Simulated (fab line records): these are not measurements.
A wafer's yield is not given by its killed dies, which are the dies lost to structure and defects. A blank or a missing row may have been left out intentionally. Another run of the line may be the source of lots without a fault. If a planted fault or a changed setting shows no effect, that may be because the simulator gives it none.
fab line records | flow nand-harc
record lots=12 wafers=36 last-day=25
route steps=1159 shown A_STAIRCASE@548 END@1159
lots that met no fault: from a run of the same line without faults
start-h: start of the lot's first displayed wafer, in hours after the record's first day | wait-h: hours since the lot's step before | " same as the row above | L1.1+2: several wafers, shown together as one row | - either no value or no given start | * or withheld: withheld | < > ~ a bound
route shown NAME@n: names a module that has steps shown in the file, with the first one's number in the route | usual: mean/standard deviation taken from wafers without a fault | same: alike in all rows | chamber/n: place in a boat | sites: each site's reading | _std_site: the values' standard deviation | _edge_site: the outer-site mean with the inner-site mean subtracted | radius-mm: for every site, how far away it sits from the centre of the wafer | mask NAME#n: copy n | behind: the tool/chamber that last shaped the wafer | hold: reason for holding the lot/hours on hold/outcome of the hold | device: the n, p or np transistor that did not switch | end of line: the same wafers' tests at the end of the route | a step with no rows: only its recipe | killed: not the wafer's yield, but the dies lost to structure and defects at the first sort | map: dies across one wafer; x = killed, . = not, _ = none there
set.NAME: setting as actually run; set.NAME@STEP: the setting as run at that earlier step | model.NAME: the simulator's own value behind a step, which no gauge read
route steps across a sampled set of lots; one table per step, one row per wafer
services: a tool's chamber out of use, with start hour (start-h, from the record's first day; less than 0 if before it), hours out, and reason
## steps
# step NHARC_A_STAIRCASE_TRIM_12
# recipe time-s=211.2 o2-flow-sccm=500 ar-flow-sccm=0 bias-w=0 chemistry=O2
# usual drypump-motor-current-A=5.5/0.41 mfc-ar-sccm=0.017/0.014 oes-product-au=1.003/0.0073 rf-vpp-V=57.6/0.87 showerhead-plenum-p-Torr=3.49/0.16 throttle-valve-pct=17.036/0.0092
# columns lot.wafer tool chamber start-h wait-h drypump-motor-current-A mfc-ar-sccm oes-product-au rf-hours-counter-h rf-vpp-V showerhead-plenum-p-Torr throttle-valve-pct
L324.3 rie-diel-05 3 220.55 0.1 5.0 0.012 1.001 15 57.1 3.47 17.036
L324.5 " 3 " " 5.0 0.012 1.006 - 58.9 3.47 17.033
L324.6 " 0 " " 6.1 0.027 1.014 - 58.1 3.29 17.030
L325.3 rie-diel-05 3 244.23 0.1 5.0 0.012 1.010 20 57.8 3.46 17.031
L325.2 " 0 " " 6.1 0.027 0.998 26 58.1 3.28 17.024
L325.5 " 3 " " 5.0 0.012 1.011 - 57.4 3.46 17.024
L326.2 rie-diel-05 0 248.31 0.1 6.1 0.027 0.991 28 56.6 3.28 17.025
L326.6 " 3 " " 5.0 0.012 1.010 - 56.4 3.46 17.043
L326.5 " 0 " " 6.1 0.027 1.000 - 56.9 3.28 17.033
L333.2 rie-diel-05 0 286.37 0.1 6.1 0.027 0.997 41 57.1 3.27 17.036
L333.1 " 1 " " 6.0 0 0.996 38 57.4 3.51 17.030
L333.5 " 2 " " 5.3 0.013 0.999 - 58.3 3.56 17.035
L335.1 rie-diel-05 2 311.11 0.1 5.3 0.013 1.008 48 58.6 3.55 17.043
L335.3 " 3 " " 5.0 0.012 1.014 40 58.4 3.45 17.041
L335.6 " 2 " " 5.3 0.013 1.005 - 57.9 3.55 17.049
L336.3 rie-diel-05 1 323.22 0.1 6.0 0 0.998 54 57.0 3.50 17.034
L336.5 " 2 " " 5.3 0.013 0.997 - 57.4 3.55 17.039
L336.6 " 3 " " 5.0 0.012 0.997 - 57.3 3.45 17.019
L340.4 rie-diel-10 1 328.67 0.1 5.4 0.017 1.001 52 58.9 3.78 17.037
L340.1 " 3 " " 5.3 0.035 1.003 52 58.7 3.65 17.049
L340.6 " 1 " " 5.5 0.017 1.003 - 58.4 3.78 17.041
L343.1 rie-diel-01 1 338.39 0.1 6.0 0.038 1.002 6 59.4 3.66 17.055
L343.4 " 2 " " 5.4 0 1.008 6 56.1 3.34 17.034
L343.5 " 0 " " 5.6 0 1.020 - 57.0 3.39 17.027
L341.2 rie-diel-01 3 338.70 0.1 5.0 0.033 0.999 8 58.1 3.80 17.027
L341.1 " 0 " " 5.5 0 1.010 7 58.5 3.39 17.025
L341.3 " 2 " " 5.4 0 1.011 7 58.0 3.34 17.028
L342.4 rie-diel-10 0 343.16 0.1 5.2 0.020 1.002 58 56.9 3.34 17.026
L342.1 " 1 " " 5.4 0.017 1.001 56 57.7 3.78 17.033
L342.3 " 3 " " 5.3 0.035 1.002 58 58.0 3.64 17.050
L347.1 rie-diel-01 2 363.56 0.1 5.4 0 1.006 19 57.2 3.33 17.043
L347.2 " 3 " " 5.0 0.033 1.009 21 57.6 3.80 17.030
L347.5 " 0 " " 5.6 0 1.020 - 56.0 3.38 17.032
L346.1 rie-diel-10 1 369.27 0.1 5.4 0.017 1.011 2 58.0 3.77 17.034
L346.6 " 2 " " 6.1 0.044 1.015 - 58.7 3.69 17.039
L346.5 " 3 " " 5.3 0.035 1.016 - 57.7 3.64 17.052
# step NHARC_A_STAIRCASE_ETCH_13
# recipe target-depth-a=1000 time-s=40.5 ion-energy-ev=400 c4f8-flow-sccm=20 o2-flow-sccm=10 ar-flow-sccm=withheld rf-w=600 bias-w=1000 chemistry=C4F8/O2
# usual oes-product-au=0.941/0.014 rf-vpp-V=895/6
# columns lot.wafer tool chamber start-h wait-h oes-product-au rf-hours-counter-h rf-vpp-V
L324.3 rie-diel-05 2 220.71 - 0.961 16 897
L324.5 " 1 " " 0.942 - 895
L324.6 " 2 " " 0.960 - 898
L325.2 rie-diel-05 1 244.38 - 0.924 24 896
L325.3 " 0 " " 0.920 26 887
L325.5 " 1 " " 0.931 - 897
L326.2 rie-diel-05 3 248.45 - 0.932 22 894
L326.5 " 3 " " 0.929 - 895
L326.6 " 0 " " 0.925 - 888
L333.1 rie-diel-05 0 286.49 - 1.100 41 885
L333.2 " 1 " " 0.969 38 894
L333.5 " 0 " " 1.112 - 886
L335.3 rie-diel-05 0 311.26 - 1.101 53 888
L335.1 " 2 " " 0.948 48 899
L335.6 " 3 " " 0.958 - 893
L336.3 rie-diel-05 2 323.35 - 0.942 53 897
L336.6 " 3 " " 0.950 - 893
L336.5 " 0 " " 1.095 - 886
L340.1 rie-diel-10 2 328.81 - 0.932 51 902
L340.4 " 0 " " 0.917 53 888
L340.6 " 2 " " 0.934 - 900
L343.1 rie-diel-01 1 338.52 - 0.959 6 900
L343.4 " 3 " " 0.935 8 908
L343.5 " 2 " " 0.947 - 889
L341.1 rie-diel-01 1 338.85 - 0.936 6 900
L341.2 " 2 " " 0.950 7 890
L341.3 " 3 " " 0.932 8 907
L342.1 rie-diel-10 1 343.33 - 0.928 57 904
L342.3 " 2 " " 0.938 57 902
L342.4 " 0 " " 0.947 58 888
L347.2 rie-diel-01 3 363.69 - 0.980 21 904
L347.1 " 0 " " 0.944 20 890
L347.5 " 3 " " 0.973 - 907
L346.1 rie-diel-10 1 369.40 - 0.968 2 905
L346.6 " 2 " " 0.945 - 900
L346.5 " 3 " " 0.945 - 901
# step NHARC_A_STAIRCASE_ETCH_19
# recipe target-depth-a=1000 time-s=40.5 ion-energy-ev=400 c4f8-flow-sccm=20 o2-flow-sccm=10 ar-flow-sccm=withheld rf-w=600 bias-w=1000 chemistry=C4F8/O2
# usual oes-product-au=0.944/0.01 rf-vpp-V=895/5.6
# columns lot.wafer tool chamber start-h wait-h oes-product-au rf-hours-counter-h rf-vpp-V
L324.3 rie-diel-05 0 - - 0.934 20 886
L324.6 " 2 " " 0.942 - 897
L324.5 " 3 " " 0.933 - 894
L325.3 rie-diel-05 1 - - 0.941 25 895
L325.2 " 2 " " 0.942 25 898
L325.5 " 0 " " 0.938 - 888
L326.2 rie-diel-05 1 - - 0.936 26 895
L326.6 " 2 " " 0.942 - 897
L326.5 " 3 " " 0.943 - 895
L333.2 rie-diel-05 3 - - 0.948 36 893
L333.1 " 0 " " 0.933 42 885
L333.5 " 3 " " 0.954 - 894
L335.1 rie-diel-05 3 - - 0.962 41 895
L335.3 " 1 " " 0.938 50 894
L335.6 " 3 " " 0.954 - 893
L336.3 rie-diel-05 2 - - 0.942 53 897
L336.5 " 0 " " 0.955 - 885
L336.6 " 1 " " 0.932 - 895
L340.1 rie-diel-10 2 - - 0.947 52 904
L340.4 " 1 " " 0.951 52 904
L340.6 " 2 " " 0.937 - 902
L343.4 rie-diel-01 1 - - 0.957 6 901
L343.1 " 0 " " 0.956 8 892
L343.5 " 2 " " 0.939 - 889
L341.3 rie-diel-01 1 - - 0.921 6 901
L341.2 " 2 " " 0.940 7 889
L341.1 " 3 " " 0.930 9 905
L342.3 rie-diel-10 2 - - 0.929 57 903
L342.1 " 0 " " 0.953 58 890
L342.4 " 1 " " 0.945 57 906
L347.2 rie-diel-01 1 - - 0.945 18 901
L347.1 " 3 " " 0.952 21 906
L347.5 " 2 " " 0.951 - 889
L346.1 rie-diel-10 3 - - 0.957 3 900
L346.5 " 0 " " 0.984 - 890
L346.6 " 1 " " 0.961 - 905
# step NHARC_A_STAIRCASE_ETCH_21
# recipe target-depth-a=1000 time-s=40.5 ion-energy-ev=400 c4f8-flow-sccm=20 o2-flow-sccm=10 ar-flow-sccm=withheld rf-w=600 bias-w=1000 chemistry=C4F8/O2
# usual oes-product-au=0.950/0.018 rf-vpp-V=896/6.1
# columns lot.wafer tool chamber start-h wait-h oes-product-au rf-hours-counter-h rf-vpp-V
L324.3 rie-diel-05 2 - - 0.943 17 897
L324.6 " 3 " " 0.940 - 895
L324.5 " 0 " " 0.944 - 888
L325.2 rie-diel-10 1 - - 0.955 21 904
L325.3 " 2 " " 0.984 21 903
L325.5 " 0 " " 0.969 - 890
L326.2 rie-diel-05 1 - - 0.942 27 895
L326.6 " 3 " " 0.952 - 895
L326.5 " 0 " " 0.947 - 887
L333.2 rie-diel-01 1 - - 0.929 57 901
L333.1 " 0 " " 0.915 51 889
L333.5 " 2 " " 0.930 - 890
L335.1 rie-diel-10 2 - - 0.958 44 902
L335.3 " 0 " " 0.944 45 890
L335.6 " 3 " " 0.962 - 901
L336.3 rie-diel-01 0 - - 0.959 0 891
L336.5 " 2 " " 0.953 - 889
L336.6 " 3 " " 0.955 - 905
L340.1 rie-diel-01 1 - - 0.944 3 900
L340.4 " 3 " " 0.942 4 907
L340.6 " 1 " " 0.963 - 901
L343.4 rie-diel-05 0 - - 0.919 63 885
L343.1 " 2 " " 0.915 59 898
L343.5 " 1 " " 0.904 - 894
L341.2 rie-diel-05 3 - - 0.926 51 892
L341.3 " 0 " " 0.918 63 887
L341.1 " 1 " " 0.926 61 895
L342.1 rie-diel-01 0 - - 0.962 10 891
L342.4 " 2 " " 0.982 9 889
L342.3 " 3 " " 0.972 11 905
L347.1 rie-diel-01 0 - - 0.954 20 890
L347.2 " 2 " " 0.955 20 888
L347.5 " 0 " " 0.943 - 891
L346.1 rie-diel-05 3 - - 0.951 11 892
L346.5 " 3 " " 0.953 - 892
L346.6 " 0 " " 0.985 - 905
# step NHARC_END_SORT_01
# recipe temp-c=25
# usual killed-at-array=28/8.9 killed-at-other=0.8/1.2 killed-at-periphery=3.3/2.3 killed-dies=32/9.4 killed-open=3.2/1.8 killed-short=1.9/1.4
# same gross-dies=677
# columns lot.wafer tool chamber start-h wait-h hold killed-at-array killed-at-other killed-at-periphery killed-dies killed-open killed-short
L333.1 prober-01 0 494.80 2.5 await-dispo/5.4h/release 356 3 1 360 1 3
L333.2 prober-01 0 495.61 2.8 await-dispo/5.4h/release 21 2 0 23 2 1
L333.5 prober-01 0 498.05 3.8 await-dispo/5.4h/release 370 0 1 371 3 1
L335.1 prober-01 0 525.25 2.5 await-dispo/3.0h/release 32 0 1 33 2 4
L335.3 prober-01 0 526.85 3.1 await-dispo/3.0h/release 419 0 2 421 2 1
L335.6 prober-01 0 529.24 4.0 await-dispo/3.0h/release 26 2 1 29 6 1
L336.3 prober-02 0 530.97 3.1 await-dispo/3.2h/release 32 6 1 39 3 3
L336.5 prober-02 0 532.59 3.7 await-dispo/3.2h/release 375 5 6 386 2 2
L336.6 prober-02 0 533.40 4.0 await-dispo/3.2h/release 42 4 8 54 3 1
L346.1 prober-01 0 584.78 2.5 - 22 0 4 26 4 3
L346.5 prober-01 0 588.02 3.7 - 19 0 5 24 3 3
L346.6 prober-01 0 588.83 4.1 - 23 1 6 30 1 2
# killed by level:class
L333.1 A_STAIRCASE:area-etch=331 A_WL_FILL:chamber-film-flake=6 A_CONTACT:chamber-film-flake=6 A_CHANNEL_HOLE_D1:chamber-film-flake=3 A_STAIRCASE:chamber-film-flake=3 THIN_TSV:chamber-film-flake=3 A_ZERO_WELL:chamber-film-flake=2 A_SOURCE_PLATE:geometric-particle:short=1
L333.2 A_CHANNEL_HOLE_D1:chamber-film-flake=7 A_STAIRCASE:chamber-film-flake=4 A_WL_FILL:chamber-film-flake=4 A_CONTACT:chamber-film-flake=3 THIN_TSV:chamber-film-flake=2 A_CHANNEL_HOLE_D1:geometric-particle:open=1 A_M0:geometric-particle:short=1 A_M0:geometric-particle:open=1
L333.5 A_STAIRCASE:area-etch=356 A_CHANNEL_HOLE_D1:chamber-film-flake=5 A_STAIRCASE:chamber-film-flake=3 A_CONTACT:chamber-film-flake=2 P_CONTACT:geometric-particle:open=1 A_ONON_D1:geometric-particle:short=1 A_CHANNEL_FILL_D1:geometric-particle:open=1 A_BLC:geometric-particle:open=1
L335.1 A_SLIT:chamber-film-flake=15 A_STAIRCASE:chamber-film-flake=5 A_CONTACT:chamber-film-flake=4 A_CHANNEL_HOLE_D1:chamber-film-flake=3 A_CHANNEL_HOLE_D1:geometric-particle:open=2 P_M0:geometric-particle:short=1 A_ONON_D1:geometric-particle:short=1 A_CHANNEL_FILL_D1:geometric-particle:short=1
L335.3 A_STAIRCASE:area-etch=399 A_SLIT:chamber-film-flake=10 A_CHANNEL_HOLE_D1:chamber-film-flake=4 A_STAIRCASE:chamber-film-flake=4 P_GATE:geometric-particle:open=1 P_M0:geometric-particle:short=1 A_CONTACT:geometric-particle:open=1 A_WL_FILL:chamber-film-flake=1
L335.6 A_SLIT:chamber-film-flake=13 A_CHANNEL_HOLE_D1:chamber-film-flake=4 A_CHANNEL_FILL_D1:geometric-particle:open=3 A_CONTACT:chamber-film-flake=2 P_GATE:geometric-particle:open=1 A_CHANNEL_FILL_D1:geometric-particle:short=1 A_CONTACT:geometric-particle:open=1 A_M0:geometric-particle:open=1
L336.3 A_CHANNEL_HOLE_D1:chamber-film-flake=15 A_STAIRCASE:chamber-film-flake=7 A_CONTACT:chamber-film-flake=5 THIN_TSV:chamber-film-flake=5 A_CONTACT:geometric-particle:short=2 A_SOURCE_PLATE:geometric-particle:open=1 A_ONON_D1:geometric-particle:short=1 A_WL_FILL:geometric-particle:open=1
L336.5 A_STAIRCASE:area-etch=337 A_CHANNEL_HOLE_D1:chamber-film-flake=21 A_CONTACT:chamber-film-flake=7 THIN_TSV:chamber-film-flake=5 A_STAIRCASE:chamber-film-flake=5 P_M0:chamber-film-flake=3 P_CONTACT:geometric-particle:open=1 P_M0:geometric-particle:open=1
L336.6 A_CHANNEL_HOLE_D1:chamber-film-flake=18 A_STAIRCASE:chamber-film-flake=10 A_CONTACT:chamber-film-flake=8 THIN_TSV:chamber-film-flake=4 P_STI:chamber-film-flake=3 P_M0:chamber-film-flake=3 A_CONTACT:geometric-particle:open=2 A_ONON_D1:geometric-particle:open=1
L346.1 A_CHANNEL_HOLE_D1:chamber-film-flake=6 A_SGD_CUT:chamber-film-flake=5 A_CONTACT:chamber-film-flake=4 A_CONTACT:geometric-particle:open=2 P_STI:chamber-film-flake=2 P_CONTACT:geometric-particle:open=1 P_M0:geometric-particle:short=1 A_SGD_CUT:geometric-particle:short=1
L346.5 A_CHANNEL_HOLE_D1:chamber-film-flake=7 P_ZERO_WELL:chamber-film-flake=3 A_WL_FILL:geometric-particle:short=2 A_M0:geometric-particle:open=2 A_SGD_CUT:chamber-film-flake=2 A_CONTACT:chamber-film-flake=2 A_SGD_CUT:geometric-particle:short=1 A_CONTACT:geometric-particle:open=1
L346.6 A_CHANNEL_HOLE_D1:chamber-film-flake=12 P_STI:chamber-film-flake=3 A_CONTACT:chamber-film-flake=3 P_ZERO_WELL:chamber-film-flake=2 A_SGD_CUT:chamber-film-flake=2 A_CHANNEL_FILL_D1:geometric-particle:short=1 A_WL_FILL:geometric-particle:open=1 A_M0:geometric-particle:short=1
## services
# columns tool chamber start-h hours kind
rie-diel-05 0 197.25 - clean
rie-diel-05 1 197.25 - clean
rie-diel-05 2 197.25 - clean
rie-diel-05 3 197.25 - clean
rie-diel-05 3 211.75 6.3 repair
rie-diel-05 0 222.88 - clean
rie-diel-05 1 222.88 - clean
rie-diel-05 2 222.88 - clean
rie-diel-05 3 222.88 - clean
rie-diel-05 3 238.27 3.0 repair
rie-diel-05 0 247.88 - clean
rie-diel-05 1 247.88 - clean
rie-diel-05 2 247.88 - clean
rie-diel-05 3 247.88 - clean
rie-diel-05 0 272.38 - clean
rie-diel-05 1 272.38 - clean
rie-diel-05 2 272.38 - clean
rie-diel-05 3 272.38 - clean
rie-diel-05 0 296.92 - clean
rie-diel-05 1 296.92 - clean
rie-diel-01 - 315.10 9.0 pm
rie-diel-05 - 340.75 9.0 pm
rie-diel-10 - 353.50 9.0 pm
rie-diel-01 2 370.60 14.2 repair
## key
first-sign step=NHARC_A_STAIRCASE_ETCH_13 reading=oes-product-au direction=up sigmas=12 usual=0.941 struck=1.102
effect step=NHARC_END_SORT_01 reading=killed-at-array direction=up sigmas=39 usual=28 struck=380
more-kills-born-at NHARC_A_STAIRCASE_ETCH_13@rie-diel-05=1423
met-at NHARC_A_STAIRCASE_ETCH_13
struck-lots L333,L335,L336
struck-wafers L333.1,L333.5,L335.3,L336.5
later-rows-left-out L333.5,L335.3
tester-left-out L333,L335,L336
not-acting-at NHARC_A_STAIRCASE_TRIM_12,NHARC_A_STAIRCASE_ETCH_19,NHARC_A_STAIRCASE_ETCH_21
onset-between 248.45 286.49
fault kind=process-parameter-drift tool=rie-diel-05 chamber=0 onset-h=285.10 steps=NHARC_A_STAIRCASE_ETCH_13 channel=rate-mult offset=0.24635 shape=step end-h=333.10
# tester-left-out: of these lots the tester's yield and bins aren't shown, on N5 and GAA mostly nor the transistor test; their killed dies are dies lost to structure and defects alone, not to doping, threshold or leakage, so they don't give the yield
# later-rows-left-out: the simulator's readings of these wafers behind a module that went badly wrong aren't trusted and aren't shown, but for the sort
